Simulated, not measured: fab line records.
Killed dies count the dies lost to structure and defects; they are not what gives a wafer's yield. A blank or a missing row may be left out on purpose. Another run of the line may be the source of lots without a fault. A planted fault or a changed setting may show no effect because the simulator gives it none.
Problem report in the 8D (eight disciplines) form, filled by code || flow n5Finfet || the parts of the form that need people (team, actions taken, sign-off) are left out

1. WHAT WENT WRONG
Wafers without a fault read 39, standard deviation 9.6; killedAtFrontEnd at N5_PASSIVATION_PROBE_49 reads a mean of 135 on 6 wafers belonging to 2 lots. That is +10 standard deviations from the usual mean.
First observed at day 13 22:30: wafer L410.1, on prober-01. The record has a number at this step for 12 wafers belonging to 4 lots. Rule for "out", or "out of limits": more than 4 standard deviations from the usual mean. The other wafers with a number count as sound.

2. WHAT THIS IS AND IS NOT
{"question": "which readings at this step", "is": "killedAtFrontEnd", "is not": "killed_at_M0_to_M3, killed_at_M4_up, killedAtContacts, killedAtOther, killedOpen, killedShort"}
{"question": "which lots", "is": "L410, L411", "is not": "L420, L429"}
{"question": "which wafers of those lots", "is": "all that have a number", "is not": "-"}
{"question": "read on which tools", "is": "prober-01", "is not": "-"}
{"question": "when", "is": "from day 13 22:30", "is not": "up to then (0 sound wafers); but 6 sound wafers of L420, L429 came after"}

3. SUSPECTS, AND WHAT RULES EACH OUT
Counting: a tool at any process step up to the reading remains a suspect when it ran all the lots that are out and ran no sound lot after the first of those.
- rieSi-01 at N5_SDB_CUT_ETCH_26 (etches Si in HBr/Cl2/O2, target depth 129.6 nm, bt time 20 s, time 51.8 s): ruled out as a lasting fault. After its first lot that is out, L410 (day 4 12:22), sound lots L429 ran on it.
- prober-01 at N5_PASSIVATION_PROBE_49: ruled out as a lasting fault. After its first lot that is out, L410 (day 13 22:30), sound lots L420, L429 ran on it.
Left after counting: nothing in the record.

4. THE CAUSE (what the simulator had put in)
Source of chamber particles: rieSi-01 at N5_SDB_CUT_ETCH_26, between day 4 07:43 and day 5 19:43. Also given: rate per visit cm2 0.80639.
It was ruled out by counting, in error; the rule expects a fault to strike all lots run on its tool from its start on, and this fault did not.

5. THE EFFECT CHAIN, in route order
One row per reading whose mean, taken over the struck wafers that have a number, lies over 3 standard deviations from the usual. Scope: only readings with a usual standard deviation given in the record; hours: median across lots of the time from each lot's start at the first step in this table that gives one to its start at this step; sigmas: change in usual standard deviations.
{"hours": 0, "step": "N5_PASSIVATION_PROBE_49", "reading": "defectLimitedYield", "usual": "91.7 %", "on struck wafers": 84.1, "change": -7.6, "sigmas": -5.5}
{"hours": 0, "step": "N5_PASSIVATION_PROBE_49", "reading": "killedAtFrontEnd", "usual": 39, "on struck wafers": 135, "change": "+96", "sigmas": "+10"}
{"hours": 0, "step": "N5_PASSIVATION_PROBE_49", "reading": "killedDies", "usual": 98, "on struck wafers": 188, "change": "+90", "sigmas": "+5.6"}
{"hours": 0, "step": "N5_PASSIVATION_PROBE_49", "reading": "killedOnRim", "usual": 13, "on struck wafers": 26, "change": "+13", "sigmas": "+3.1"}
{"hours": 0, "step": "N5_PASSIVATION_PROBE_49", "reading": "sort_bin_5_function", "usual": "4.9 %", "on struck wafers": 10.0, "change": "+5.1", "sigmas": "+5.3"}
{"hours": 0, "step": "N5_PASSIVATION_PROBE_49", "reading": "sortNPass", "usual": 1080, "on struck wafers": 992, "change": -88, "sigmas": -3.8}
{"hours": 0, "step": "N5_PASSIVATION_PROBE_49", "reading": "sortYieldPct", "usual": "91.5 %", "on struck wafers": 84.1, "change": -7.4, "sigmas": -3.9}
Process steps it contains:
- N5_PASSIVATION_PROBE_49

6. HOW IT WOULD HAVE BEEN CAUGHT EARLIER
First out-of-limits reading in this record: day 13 22:30, which is 231 hours after fault onset at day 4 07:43.
Tool readings at N5_SDB_CUT_ETCH_26 with a usual standard deviation given in the record: none out on any struck wafer, hence no alarm at a limit of 4 standard deviations on them.
